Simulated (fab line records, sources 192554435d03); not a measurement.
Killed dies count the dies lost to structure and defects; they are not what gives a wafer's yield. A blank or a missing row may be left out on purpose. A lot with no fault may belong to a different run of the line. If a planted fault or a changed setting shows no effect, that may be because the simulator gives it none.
fab line records    flow n5_finfet
record: lots: 7  wafers: 39
route steps=1938 shown FIN_SAQP@138 HKMG_FIN@386 GATE_CUT@490 BEOL_M1@838
start_h: hours from the record's opening day to when the first of the lot's shown wafers began    wait_h: time in hours since the lot's previous step    " unchanged from the row above    L1.1+2: several wafers, shown together as one row    - value missing, or start not given    * or withheld: withheld    < > ~ a bound
route shown NAME@n: a module of which the file shows steps, and the number in the route of the first    usual: the fault-free wafers' mean and standard deviation    same: alike in all rows    chamber/n: place in a boat    sites: the reading at each site    _std_site: the standard deviation of these    _edge_site: the outer-site mean with the inner-site mean subtracted    radius_mm: how far each site lies from the wafer's centre    mask NAME#n: copy n    behind: the most recent tool/chamber to have shaped the wafer    hold: why the lot went on hold/how many hours it stayed there/how the hold came to an end    device: whichever transistor did not switch (one of n, p or np)    end of line: the route-end tests of the same wafers    step lacking rows: just its recipe    killed: dies that structure and defects cost at the first sort, which is not the same as the wafer's yield    map: the dies of a wafer, with x for killed, . for not killed, _ for no die there
set.NAME: the setting the step ran with; set.NAME@STEP: the setting that earlier step ran with    model.NAME: the simulator's own value behind a step, which no gauge read
one table per step and one row per wafer, for lots whose settings were changed on purpose
== steps ==
step: N5_FIN_SAQP_SPACER2_ALD_28
recipe: material: SiO2  target_thk_a: 81  temp_c: 300  ald_precursor_family: BDEAS  ald_co_reactant: O2-plasma  pulse_time_s: 1  purge_time_s: 2  co_reactant_purge_time_s: 2  pressure_torr: 2
lot.wafer         tool        chamber      start_h  wait_h  set.target_thk_a  model.SiO2_of_FIN_SAQP_SPACER2_ALD_28.thk_nm
L074.1+2+3+4+5+6  ald_sin-04  0,3,2,1,3,0  26.67    0.4     81                8.2
L076.1+3+5        ald_sin-01  3,1,1        36.89    0.1     124               12.4
L076.2            "           0            "        "       81                8.2
L076.4+6          "           2,0          "        "       81                8
L083.1+2+6        ald_sin-01  3,2,0        78.79    0.1     67.74             6.8
L083.3+4+5        "           0,1,3        "        "       81                8.2
L087.1+4          ald_sin-02  3,2          103.91   0.1     81                8
L087.2+3+6        "           1,0,0        "        "       45.51             4.6
L087.5            "           1            "        "       81                8.2
L088.1+6          ald_sin-01  0            111.09   0.1     81                8.2
L088.4            "           3            "        "       81                8
L093.1+2+6        ald_sin-04  0,3,3        144.08   0.8     48.79             5
L093.3+4+5        "           1,2,2        "        "       81                8.2
L097.1+2+4+5+6    ald_sin-01  3,2,1,3,0    164.43   0.3     81                8
L097.3            "           0            "        "       81                8.2
step: N5_FIN_SAQP_SPACER2_ETCHBACK_29
recipe: chemistry: CHF3/O2  mode: anisotropic_etchback  target: SiO2  target_depth_a: 122  time_s: 6.1  pressure_mtorr: 30  source_w: 650  bias_w: 170  Ar_flow_sccm: 200  CHF3_flow_sccm: 50  O2_flow_sccm: 5  ion_energy_ev: 200
step: N5_FIN_SAQP_MANDREL2_REMOVE_60
recipe: chemistry: HBr/Cl2/O2  bt_time_s: 10  target: a-Si  stop_on: SiNx  endpoint: OES-SiCl  over_etch_frac: 1  icp_w: 600  bias_w: 22  HBr_flow_sccm: 150  Cl2_flow_sccm: 80  O2_flow_sccm: 5  pressure_mtorr: 10
lot.wafer       tool       chamber    start_h  wait_h  set.target_thk_a@FIN_SAQP_SPACER2_ALD_28  model.FIN_SAQP.cd_nm
L074.1+2+4+6    rie_si-04  2,3,2,3    27.08    0.1     81                                        8.2
L074.3+5        "          0          "        "       81                                        8
L076.1+3+5      rie_si-05  2,1,2      37.31    0.1     124                                       12.4
L076.2+4+6      "          3,0,3      "        "       81                                        8.2
L083.1+6        rie_si-04  3          79.20    0.1     67.74                                     6.6
L083.2          "          1          "        "       67.74                                     6.4
L083.3          "          2          "        "       81                                        8.2
L083.4+5        "          0          "        "       81                                        8
L087.1          rie_si-04  2          104.44   0.1     81                                        8.2
L087.2+3        "          0,3        "        "       45.51                                     4.4
L087.4+5        "          1,0        "        "       81                                        8
L087.6          "          3          "        "       45.51                                     4.6
L088.1+4+6      rie_si-06  1,2,2      111.61   0.1     81                                        8
L093.1          rie_si-06  0          144.51   0.1     48.79                                     5
L093.2+6        "          1          "        "       48.79                                     4.8
L093.3          "          2          "        "       81                                        8
L093.4+5        "          2,0        "        "       81                                        8.2
L097.1+2+4+5+6  rie_si-04  3,1,0,0,1  164.86   0.1     81                                        8
L097.3          "          2          "        "       81                                        8.2
step: N5_FIN_SAQP_CD_MEAS_31
recipe: target_cd_nm: 8  landing_energy_ev: 1000  detector: se_inlens  polarity: line
usual: cd_nm: 8.10/0.21
lot.wafer  tool       chamber  start_h  wait_h  set.target_thk_a@FIN_SAQP_SPACER2_ALD_28  cd_nm
L074.1     cd_sem-03  0        27.19    0.1     81                                        8.02
L074.2     "          0        "        "       81                                        8.32
L074.3     "          0        "        "       81                                        7.78
L074.4     "          0        "        "       81                                        8.27
L074.5     "          0        "        "       81                                        7.91
L074.6     "          0        "        "       81                                        8.30
L076.1     cd_sem-01  0        37.42    0.1     124                                       12.21
L076.2     "          0        "        "       81                                        8.19
L076.3     "          0        "        "       124                                       12.88
L076.4     "          0        "        "       81                                        7.89
L076.5     "          0        "        "       124                                       12.62
L076.6     "          0        "        "       81                                        7.89
L083.1     cd_sem-01  0        79.31    0.1     67.74                                     7.08
L083.2     "          0        "        "       67.74                                     6.56
L083.3     "          0        "        "       81                                        8.18
L083.4     "          0        "        "       81                                        8.07
L083.5     "          0        "        "       81                                        7.95
L083.6     "          0        "        "       67.74                                     6.56
L087.1     cd_sem-01  0        104.55   0.1     81                                        7.95
L087.2     "          0        "        "       45.51                                     4.59
L087.3     "          0        "        "       45.51                                     4.62
L087.4     "          0        "        "       81                                        8.07
L087.5     "          0        "        "       81                                        8.09
L087.6     "          0        "        "       45.51                                     4.69
L088.1     cd_sem-01  0        111.72   0.1     81                                        8.41
L088.4     "          0        "        "       81                                        7.98
L088.6     "          0        "        "       81                                        7.83
L093.1     cd_sem-01  0        144.62   0.1     48.79                                     5.10
L093.2     "          0        "        "       48.79                                     4.76
L093.3     "          0        "        "       81                                        8.12
L093.4     "          0        "        "       81                                        8.23
L093.5     "          0        "        "       81                                        8.36
L093.6     "          0        "        "       48.79                                     5.11
L097.1     cd_sem-03  0        164.97   0.1     81                                        8.06
L097.2     "          0        "        "       81                                        8.02
L097.3     "          0        "        "       81                                        7.76
L097.4     "          0        "        "       81                                        8.05
L097.5     "          0        "        "       81                                        7.81
L097.6     "          0        "        "       81                                        7.90
step: N5_FIN_SAQP_HM_OPEN_33
recipe: chemistry: CH3F/O2  target: SiNx  mask_material: SiO2  target_depth_a: 494  time_s: 70.6  pressure_mtorr: 30  source_w: 395  bias_w: 73  Ar_flow_sccm: 150  CH3F_flow_sccm: 30  O2_flow_sccm: 20  ion_energy_ev: 120  ends: cleared
lot.wafer     tool         chamber  start_h  wait_h  set.target_thk_a@FIN_SAQP_SPACER2_ALD_28  model.FIN_SAQP.cd_nm
L074.1+2+5+6  rie_diel-05  3,0,3,0  27.32    0.1     81                                        8.2
L074.3        "            1        "        "       81                                        8
L074.4        "            2        "        "       81                                        8.4
L076.1+3      rie_diel-05  1,2      37.47    0.0     124                                       12.4
L076.2        "            0        "        "       81                                        8.4
L076.4+6      "            3,2      "        "       81                                        8.2
L076.5        "            3        "        "       124                                       12.6
L083.1+2+6    rie_diel-03  1,3,0    79.36    0.0     67.74                                     6.6
L083.3+4      "            0,2      "        "       81                                        8.2
L083.5        "            1        "        "       81                                        8
L087.1        rie_diel-04  2        104.64   0.1     81                                        8.2
L087.2+6      "            3        "        "       45.51                                     4.4
L087.3        "            1        "        "       45.51                                     4.6
L087.4+5      "            0,2      "        "       81                                        8
L088.1        rie_diel-05  1        111.82   0.1     81                                        8.2
L088.4+6      "            0,1      "        "       81                                        8
L093.1        rie_diel-05  2        145.02   0.4     48.79                                     5.2
L093.2+6      "            1,0      "        "       48.79                                     4.8
L093.3+5      "            0,1      "        "       81                                        8.2
L093.4        "            3        "        "       81                                        8.4
L097.1+4+5    rie_diel-04  1,2,0    165.18   0.2     81                                        8
L097.2+3+6    "            0,2,1    "        "       81                                        8.2
step: N5_FIN_SAQP_ETCH_34
recipe: chemistry: C4F6/O2  target: SiO2  target_depth_a: 450  time_s: 15  ion_energy_ev: 250  pressure_mtorr: 30  source_w: 345  bias_w: 185  Ar_flow_sccm: 300  C4F6_flow_sccm: 10  O2_flow_sccm: 10  ends: cleared
lot.wafer     tool         chamber  start_h  wait_h  set.target_thk_a@FIN_SAQP_SPACER2_ALD_28  model.FIN_SAQP.cd_nm
L074.1+2+4+6  rie_diel-05  3,0,2,0  27.39    0.0     81                                        8.2
L074.3+5      "            1,3      "        "       81                                        8
L076.1        rie_diel-05  1        37.54    0.0     124                                       12.2
L076.2        "            0        "        "       81                                        8.4
L076.3+5      "            2,3      "        "       124                                       12.4
L076.4+6      "            3,2      "        "       81                                        8.2
L083.1+2+6    rie_diel-03  1,3,0    79.43    0.0     67.74                                     6.6
L083.3        "            0        "        "       81                                        8.2
L083.4+5      "            2,1      "        "       81                                        8
L087.1+4+5    rie_diel-04  2,0,2    104.71   0.0     81                                        8
L087.2        "            3        "        "       45.51                                     4.2
L087.3        "            1        "        "       45.51                                     4.6
L087.6        "            3        "        "       45.51                                     4.4
L088.1        rie_diel-05  1        111.89   0.0     81                                        8
L088.4        "            0        "        "       81                                        8.2
L088.6        "            1        "        "       81                                        7.8
L093.1        rie_diel-05  2        145.09   0.0     48.79                                     5
L093.2+6      "            1,0      "        "       48.79                                     4.8
L093.3+4      "            0,3      "        "       81                                        8.2
L093.5        "            1        "        "       81                                        8
L097.1+4+5+6  rie_diel-04  1,2,0,1  165.25   0.0     81                                        8
L097.2+3      "            0,2      "        "       81                                        8.2
step: N5_FIN_SAQP_STRIP_77
recipe: chemistry: N2/H2  time_s: 90  power_w: 100  temp_c: 40  pressure_mtorr: 100  rf_frequency_hz: 6e+07  bias_power_w: 3  n2_flow_sccm: 300  h2_flow_sccm: 300
step: N5_FIN_SAQP_HM_CD_35
recipe: target_cd_nm: 8  polarity: line
usual: cd_nm: 8.10/0.24
lot.wafer  tool       chamber  start_h  wait_h  set.target_thk_a@FIN_SAQP_SPACER2_ALD_28  cd_nm
L074.1     cd_sem-03  -        27.54    0.1     81                                        8.05
L074.2     "          -        "        "       81                                        8.55
L074.3     "          -        "        "       81                                        8.19
L074.4     "          -        "        "       81                                        8.52
L074.5     "          -        "        "       81                                        8.06
L074.6     "          -        "        "       81                                        8.32
L076.1     cd_sem-03  -        37.68    0.1     124                                       12.52
L076.2     "          -        "        "       81                                        8.45
L076.3     "          -        "        "       124                                       12.78
L076.4     "          -        "        "       81                                        7.74
L076.5     "          -        "        "       124                                       12.20
L076.6     "          -        "        "       81                                        8.19
L083.1     cd_sem-01  -        79.58    0.1     67.74                                     6.63
L083.2     "          -        "        "       67.74                                     6.51
L083.3     "          -        "        "       81                                        8.36
L083.4     "          -        "        "       81                                        7.96
L083.5     "          -        "        "       81                                        8.10
L083.6     "          -        "        "       67.74                                     6.50
L087.1     cd_sem-01  -        104.86   0.1     81                                        8.09
L087.2     "          -        "        "       45.51                                     4.22
L087.3     "          -        "        "       45.51                                     4.23
L087.4     "          -        "        "       81                                        8.07
L087.5     "          -        "        "       81                                        8.33
L087.6     "          -        "        "       45.51                                     4.70
L088.1     cd_sem-01  -        112.04   0.1     81                                        7.84
L088.4     "          -        "        "       81                                        8.29
L088.6     "          -        "        "       81                                        7.92
L093.1     cd_sem-03  -        145.23   0.1     48.79                                     5.04
L093.2     "          -        "        "       48.79                                     5.01
L093.3     "          -        "        "       81                                        7.93
L093.4     "          -        "        "       81                                        8.26
L093.5     "          -        "        "       81                                        8.18
L093.6     "          -        "        "       48.79                                     4.64
L097.1     cd_sem-02  -        165.40   0.1     81                                        8.17
L097.2     "          -        "        "       81                                        8.07
L097.3     "          -        "        "       81                                        8.33
L097.4     "          -        "        "       81                                        8.19
L097.5     "          -        "        "       81                                        8.01
L097.6     "          -        "        "       81                                        8.14
step: N5_FIN_SAQP_ETCH_64
recipe: chemistry: CF4  target: SiO2  target_depth_a: 15  ion_energy_ev: 350  pressure_mtorr: 10  icp_w: 800  bias_w: 400  cf4_flow_sccm: 80
lot.wafer     tool       chamber  start_h  wait_h  set.target_thk_a@FIN_SAQP_SPACER2_ALD_28  model.FIN_SAQP.cd_nm
L074.1+2+4+6  rie_si-06  2,1,3,1  27.59    0.0     81                                        8.2
L074.3        "          0        "        "       81                                        7.8
L074.5        "          0        "        "       81                                        8
L076.1        rie_si-04  3        37.73    0.0     124                                       12.2
L076.2        "          1        "        "       81                                        8.4
L076.3+5      "          0        "        "       124                                       12.4
L076.4+6      "          2,3      "        "       81                                        8.2
L083.1        rie_si-05  3        79.63    0.0     67.74                                     6.8
L083.2+6      "          0        "        "       67.74                                     6.6
L083.3        "          1        "        "       81                                        8.2
L083.4+5      "          2,3      "        "       81                                        8
L087.1        rie_si-05  1        104.91   0.0     81                                        8
L087.2        "          3        "        "       45.51                                     4.4
L087.3        "          0        "        "       45.51                                     4.6
L087.4+5      "          2        "        "       81                                        7.8
L087.6        "          3        "        "       45.51                                     4.2
L088.1        rie_si-06  3        112.09   0.0     81                                        8
L088.4        "          0        "        "       81                                        8.2
L088.6        "          1        "        "       81                                        7.8
L093.1        rie_si-06  2        145.28   0.0     48.79                                     5
L093.2        "          1        "        "       48.79                                     4.6
L093.3+4      "          0        "        "       81                                        8.2
L093.5        "          1        "        "       81                                        8
L093.6        "          2        "        "       48.79                                     4.8
L097.1+4+5+6  rie_si-05  3,1,2,3  165.45   0.0     81                                        8
L097.2+3      "          2,0      "        "       81                                        8.2
step: N5_FIN_SAQP_FIN_ETCH_36
recipe: chemistry: HBr/Cl2/O2  target_depth_a: 1200  mask_material: SiNx  time_s: 50.4  bias_w: 102  pressure_mtorr: 10  icp_w: 800  HBr_flow_sccm: 150  Cl2_flow_sccm: 80  O2_flow_sccm: 12
step: N5_FIN_SAQP_CD_MEAS_37
recipe: target_cd_nm: 8  polarity: line
usual: cd_nm: 8.09/0.25
lot.wafer  tool       chamber  start_h  wait_h  set.target_thk_a@FIN_SAQP_SPACER2_ALD_28  cd_nm
L074.1     cd_sem-02  -        27.73    0.1     81                                        8.03
L074.2     "          -        "        "       81                                        8.25
L074.3     "          -        "        "       81                                        8.01
L074.4     "          -        "        "       81                                        8.47
L074.5     "          -        "        "       81                                        8.19
L074.6     "          -        "        "       81                                        8.38
L076.1     cd_sem-03  -        37.87    0.1     124                                       12.69
L076.2     "          -        "        "       81                                        8.19
L076.3     "          -        "        "       124                                       12.23
L076.4     "          -        "        "       81                                        8.15
L076.5     "          -        "        "       124                                       12.21
L076.6     "          -        "        "       81                                        7.85
L083.1     cd_sem-01  -        79.77    0.1     67.74                                     7.25
L083.2     "          -        "        "       67.74                                     6.66
L083.3     "          -        "        "       81                                        7.84
L083.4     "          -        "        "       81                                        7.70
L083.5     "          -        "        "       81                                        7.95
L083.6     "          -        "        "       67.74                                     6.49
L087.1     cd_sem-02  -        105.04   0.1     81                                        8.45
L087.2     "          -        "        "       45.51                                     4.15
L087.3     "          -        "        "       45.51                                     4.68
L087.4     "          -        "        "       81                                        7.56
L087.5     "          -        "        "       81                                        7.84
L087.6     "          -        "        "       45.51                                     4.72
L088.1     cd_sem-01  -        112.23   0.1     81                                        7.97
L088.4     "          -        "        "       81                                        7.88
L088.6     "          -        "        "       81                                        7.94
L093.1     cd_sem-03  -        145.43   0.1     48.79                                     4.97
L093.2     "          -        "        "       48.79                                     4.98
L093.3     "          -        "        "       81                                        8.22
L093.4     "          -        "        "       81                                        8.39
L093.5     "          -        "        "       81                                        7.50
L093.6     "          -        "        "       48.79                                     4.93
L097.1     cd_sem-02  -        165.59   0.1     81                                        7.92
L097.2     "          -        "        "       81                                        8.25
L097.3     "          -        "        "       81                                        8.25
L097.4     "          -        "        "       81                                        7.98
L097.5     "          -        "        "       81                                        7.76
L097.6     "          -        "        "       81                                        8.55
step: N5_HKMG_FIN_HK_ALD_01
recipe: material: HfO2  target_thk_a: 16  temp_c: withheld  ald_precursor_family: HfCl4  ald_co_reactant: H2O  pulse_time_s: 3  purge_time_s: 3  co_reactant_purge_time_s: 2.5  co_reactant_pulse_time_s: 0.3  ald_cycles: 30
lot.wafer         tool       chamber      start_h  wait_h  set.ald_cycles  model.HfO2_of_HKMG_FIN_HK_ALD_01.thk_nm
L074.1+2+3+4+5+6  ald_hk-02  3,0,1,2,1,0  76.64    0.1     30              1.6
L076.1+2+6        ald_hk-02  0,1,3        83.27    0.1     22              1.2
L076.3+4+5        "          2,3,0        "        "       30              1.6
L083.1+2+3+4+5+6  ald_hk-02  0,2,3,1,0,3  123.50   0.0     30              1.6
L087.1            ald_hk-03  3            149.30   0.0     17              0.8
L087.2+4          "          0,1          "        "       17              1
L087.3+5+6        "          2,2,1        "        "       30              1.6
L088.1+4+6        ald_hk-02  2,0,1        156.57   0.1     30              1.6
L093.1+3+5        ald_hk-01  3,2,3        192.54   0.0     15              0.8
L093.2+4+6        "          1,0,2        "        "       30              1.6
L097.1+5+6        ald_hk-03  2,0,1        210.59   0.1     37              2
L097.2+3+4        "          0,1,3        "        "       30              1.6
step: N5_HKMG_FIN_HK_ANNEAL_02
recipe: temp_c: 700  time_s: 30  ambient: N2  idle_temp_c: 600  ramp_up_c_per_s: 150  ramp_down_c_per_s: 60  cool_to_c: 600
step: N5_HKMG_FIN_ALD_74
recipe: material: La2O3  target_thk_a: 5  temp_c: 250  ald_precursor_family: La-Cp  ald_co_reactant: O3  pulse_time_s: 6  co_reactant_pulse_time_s: 1  purge_time_s: 3  co_reactant_purge_time_s: 3
step: N5_HKMG_FIN_WET_ETCH_82
recipe: chemistry: dHCl  mix: 1:10000  temp_c: 25  target: La2O3  stop_on: HfO2  target_depth_nm: 2  dry: ipa_marangoni  rinse_time_s: 30  rinse_temp_c: 23
step: N5_HKMG_FIN_ALD_36
recipe: material: TiN  target_thk_a: 10  temp_c: 400  ald_precursor_family: TiCl4  ald_co_reactant: NH3  pulse_time_s: 1  purge_time_s: 3  co_reactant_purge_time_s: 2  co_reactant_pulse_time_s: 2  ald_cycles: 47  pressure_torr: 3
step: N5_HKMG_FIN_THK_MEAS_70
recipe: thk_meas_gauge: xrf  reads: HfO2_of_HKMG_FIN_HK_ALD_01
usual: HK_THK: 1.613/0.019
lot.wafer  tool           chamber  start_h  wait_h  set.ald_cycles@HKMG_FIN_HK_ALD_01  HK_THK[nm]
L074.1     film_metro-02  -        80.72    0.2     30                                 1.622
L074.2     "              -        "        "       30                                 1.617
L074.3     "              -        "        "       30                                 1.568
L074.4     "              -        "        "       30                                 1.593
L074.5     "              -        "        "       30                                 1.610
L074.6     "              -        "        "       30                                 1.614
L076.1     film_metro-02  -        87.46    0.2     22                                 1.157
L076.2     "              -        "        "       22                                 1.209
L076.3     "              -        "        "       30                                 1.620
L076.4     "              -        "        "       30                                 1.630
L076.5     "              -        "        "       30                                 1.625
L076.6     "              -        "        "       22                                 1.166
L083.1     film_metro-02  -        127.21   0.2     30                                 1.605
L083.2     "              -        "        "       30                                 1.633
L083.3     "              -        "        "       30                                 1.614
L083.4     "              -        "        "       30                                 1.580
L083.5     "              -        "        "       30                                 1.609
L083.6     "              -        "        "       30                                 1.572
L087.1     film_metro-02  -        153.01   0.2     17                                 0.907
L087.2     "              -        "        "       17                                 0.928
L087.3     "              -        "        "       30                                 1.606
L087.4     "              -        "        "       17                                 0.935
L087.5     "              -        "        "       30                                 1.611
L087.6     "              -        "        "       30                                 1.606
L088.1     film_metro-01  -        160.52   0.2     30                                 1.612
L088.4     "              -        "        "       30                                 1.623
L088.6     "              -        "        "       30                                 1.624
L093.1     film_metro-01  -        195.99   0.2     15                                 0.802
L093.2     "              -        "        "       30                                 1.620
L093.3     "              -        "        "       15                                 0.810
L093.4     "              -        "        "       30                                 1.616
L093.5     "              -        "        "       15                                 0.793
L093.6     "              -        "        "       30                                 1.612
L097.1     film_metro-01  -        214.47   0.2     37                                 1.982
L097.2     "              -        "        "       30                                 1.625
L097.3     "              -        "        "       30                                 1.598
L097.4     "              -        "        "       30                                 1.589
L097.5     "              -        "        "       37                                 2.005
L097.6     "              -        "        "       37                                 1.999
step: N5_GATE_CUT_DESCUM_18
recipe: chemistry: O2  time_s: 7  source_power_w: 50  bias_power_w: 20  pressure_mtorr: 20  rf_frequency_hz: 2.712e+07  temp_c: 40  resist: CAR-EUV  o2_flow_sccm: 225
lot.wafer       tool         chamber    start_h  wait_h  set.time_s  model.CAR-EUV_of_GATE_CUT_COAT_07.thk_nm
L074.1+2+3+4+5  rie_diel-01  2,1,0,3,0  90.59    0.3     7           26
L074.6          "            3          "        "       7           26.2
L076.1+2+3+4+5  rie_diel-06  0,2,3,1,3  97.65    0.0     7           26.2
L076.6          "            2          "        "       7           26
L083.1+3+4      rie_diel-01  1,2,3      136.54   0.0     7           26
L083.2+5+6      "            3,1,2      "        "       10.95       24.2
L087.1+5        rie_diel-02  3,1        162.57   0.0     8.227       25.6
L087.2+6        "            0          "        "       7           26.2
L087.3          "            2          "        "       8.227       25.8
L087.4          "            1          "        "       7           26.4
L088.1+4+6      rie_diel-06  0,1,0      169.94   0.2     7           26
L093.1+5+6      rie_diel-02  3,2,3      205.09   0.1     5.247       27
L093.2+4        "            2,0        "        "       7           26
L093.3          "            1          "        "       7           26.2
L097.1+5        rie_diel-01  0,1        223.42   0.0     9.242       25
L097.2+4+6      "            2,3,0      "        "       7           26
L097.3          "            1          "        "       9.242       24.8
step: N5_GATE_CUT_ETCH_28
recipe: chemistry: N2/H2  target: underlayer  target_depth_a: 130  mask_material: CAR-EUV  time_s: 10.4  ion_energy_ev: 200  pressure_mtorr: 30  source_w: 840  bias_w: 150  n2_flow_sccm: 200  h2_flow_sccm: 200  ends: cleared
lot.wafer     tool         chamber  start_h  wait_h  set.time_s@GATE_CUT_DESCUM_18  model.CAR-EUV_of_GATE_CUT_COAT_07.thk_nm
L074.1+3+5    rie_diel-01  2,0,0    90.63    0.0     7                              14.6
L074.2        "            1        "        "       7                              14.4
L074.4+6      "            3        "        "       7                              14.8
L076.1+4      rie_diel-06  0,1      97.68    0.0     7                              14.8
L076.2+3+5+6  "            2,3,3,2  "        "       7                              14.6
L083.1        rie_diel-01  1        136.57   0.0     7                              14.4
L083.2        "            3        "        "       10.95                          12.8
L083.3+4      "            2,3      "        "       7                              14.6
L083.5+6      "            1,2      "        "       10.95                          12.6
L087.1+3+5    rie_diel-02  3,2,1    162.60   0.0     8.227                          14.2
L087.2+4      "            0,1      "        "       7                              14.8
L087.6        "            0        "        "       7                              15
L088.1+4+6    rie_diel-06  0,1,0    169.97   0.0     7                              14.6
L093.1+6      rie_diel-02  3        205.12   0.0     5.247                          15.6
L093.2+3+4    "            2,1,0    "        "       7                              14.6
L093.5        "            2        "        "       5.247                          15.4
L097.1+3+5    rie_diel-01  0,1,1    223.45   0.0     9.242                          13.4
L097.2+4+6    "            2,3,0    "        "       7                              14.6
step: N5_BEOL_M1_DEP_57
recipe: material: SiCN  target_thk_a: 80  temp_c: withheld  precursor: 3MS/NH3  pressure_torr: 3  rf_w: 202  time_s: 14
lot.wafer   tool      chamber  start_h  wait_h  set.target_thk_a  model.SiCN_of_BEOL_M1_DEP_57.thk_nm
L074.1+3    pecvd-02  0,2      140.54   0.0     80                7.8
L074.2+5    "         1,2      "        "       107.4             10.8
L074.4      "         0        "        "       107.4             11
L074.6      "         1        "        "       80                8.2
L076.1+6    pecvd-03  1        154.84   0.0     62.24             6
L076.2+3+4  "         2,0,0    "        "       80                7.8
L076.5      "         2        "        "       62.24             6.2
L083.1      pecvd-02  2        200.38   0.0     95.24             9.4
L083.2+3+4  "         1,0,2    "        "       80                8
L083.5+6    "         1,0      "        "       95.24             9.6
L087.1      pecvd-04  0        220.09   0.0     80                8.2
L087.2+6    "         1        "        "       80                7.8
L087.3      "         1        "        "       52.66             5.4
L087.4+5    "         0        "        "       52.66             5.6
L088.1+4    pecvd-02  0        227.89   0.0     80                7.8
L088.6      "         0        "        "       80                8
L093.1      pecvd-02  2        250.58   0.0     80                7.8
L093.2+5    "         0,1      "        "       80                8
L093.3+4    "         1,0      "        "       48.93             4.6
L093.6      "         2        "        "       48.93             4.8
L097.1      pecvd-02  1        276.99   0.0     117.2             11.6
L097.2+5    "         0        "        "       117.2             11.8
L097.3      "         2        "        "       80                7.8
L097.4+6    "         1,2      "        "       80                8
== key ==
split: step: N5_FIN_SAQP_SPACER2_ALD_28  setting: target_thk_a  stated: 81  by: wafer
response: step: N5_FIN_SAQP_SPACER2_ALD_28  reading: model.SiO2_of_FIN_SAQP_SPACER2_ALD_28.thk_nm  change: +0.0808  per: 1%  r: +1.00
response: step: N5_FIN_SAQP_MANDREL2_REMOVE_60  reading: model.FIN_SAQP.cd_nm  change: +0.0813  per: 1%  r: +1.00
response: step: N5_FIN_SAQP_CD_MEAS_31  reading: cd_nm  change: +0.0824  per: 1%  r: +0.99
response: step: N5_FIN_SAQP_HM_OPEN_33  reading: model.FIN_SAQP.cd_nm  change: +0.0817  per: 1%  r: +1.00
response: step: N5_FIN_SAQP_ETCH_34  reading: model.FIN_SAQP.cd_nm  change: +0.0801  per: 1%  r: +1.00
response: step: N5_FIN_SAQP_HM_CD_35  reading: cd_nm  change: +0.0838  per: 1%  r: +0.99
response: step: N5_FIN_SAQP_ETCH_64  reading: model.FIN_SAQP.cd_nm  change: +0.0794  per: 1%  r: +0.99
response: step: N5_FIN_SAQP_CD_MEAS_37  reading: cd_nm  change: +0.0788  per: 1%  r: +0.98
split: step: N5_HKMG_FIN_HK_ALD_01  setting: ald_cycles  stated: 30  by: wafer
response: step: N5_HKMG_FIN_HK_ALD_01  reading: model.HfO2_of_HKMG_FIN_HK_ALD_01.thk_nm  change: +0.0158  per: 1%  r: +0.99
response: step: N5_HKMG_FIN_THK_MEAS_70  reading: HK_THK  change: +0.0162  per: 1%  r: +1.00
split: step: N5_GATE_CUT_DESCUM_18  setting: time_s  stated: 7  by: wafer
response: step: N5_GATE_CUT_DESCUM_18  reading: model.CAR-EUV_of_GATE_CUT_COAT_07.thk_nm  change: -0.033  per: 1%  r: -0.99
response: step: N5_GATE_CUT_ETCH_28  reading: model.CAR-EUV_of_GATE_CUT_COAT_07.thk_nm  change: -0.0348  per: 1%  r: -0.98
split: step: N5_BEOL_M1_DEP_57  setting: target_thk_a  stated: 80  by: wafer
response: step: N5_BEOL_M1_DEP_57  reading: model.SiCN_of_BEOL_M1_DEP_57.thk_nm  change: +0.0806  per: 1%  r: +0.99
